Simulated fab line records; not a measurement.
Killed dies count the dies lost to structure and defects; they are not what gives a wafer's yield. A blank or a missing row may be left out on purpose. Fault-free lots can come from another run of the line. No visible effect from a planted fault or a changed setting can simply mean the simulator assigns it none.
Chamber matching -- flow nand harc -- NHARC_A_STAIRCASE_DEP_151 on pecvd-03: 3 sister chambers
The step deposits SiO2, target thk 3800 nm. 6 wafers are shown with their chamber, then 8 later ones without.

## WAFERS WITH THEIR CHAMBER
wafer,chamber,rf fwd power W (W),heater power w (W)
L087.2,1,498.4,675
L087.4,2,499.2,611
L089.2,1,499.2,657
L090.1,2,497.9,715
L090.5,0,499.3,615
L094.1,0,501.2,733

## WAFERS WITHOUT THEIR CHAMBER
wafer,rf fwd power W (W),heater power w (W)
L094.4,497.8,572
L094.6,501.6,614
L092.1,498.8,608
L092.2,497.5,753
L092.4,498.8,614
L095.2,498.3,587
L095.3,498.9,754
L095.6,500.9,581

## CHAMBER TAKEN BY EACH
wafer,from the rows above,in truth
L094.4,can't be placed: 2 or 1 or 0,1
L094.6,can't be placed: 0 or 1 or 2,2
L092.1,can't be placed: 2 or 1 or 0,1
L092.2,can't be placed: 2 or 1 or 0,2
L092.4,can't be placed: 2 or 1 or 0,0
L095.2,can't be placed: 2 or 1 or 0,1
L095.3,can't be placed: 1 or 2 or 0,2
L095.6,can't be placed: 0 or 1 or 2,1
Correctly placed: 0 of 8. These rows do not allow placing 8 (true chamber among the candidates in 8). Number placed wrongly: 0.
How it was worked out, from the rows above alone: a wafer's distance from a chamber is the root of the sum, over the readings, of the square of ((its reading less the chamber's mean) divided by the reading's scatter). If the next closest chamber is less than 2 further off than the closest, the wafer can't be placed; otherwise it belongs to the closest. Each chamber's mean is taken over the wafers shown for it. The scatter: the root of (the sum of the squares of (reading less its chamber's mean) over the shown wafers, divided by (wafers less chambers)).
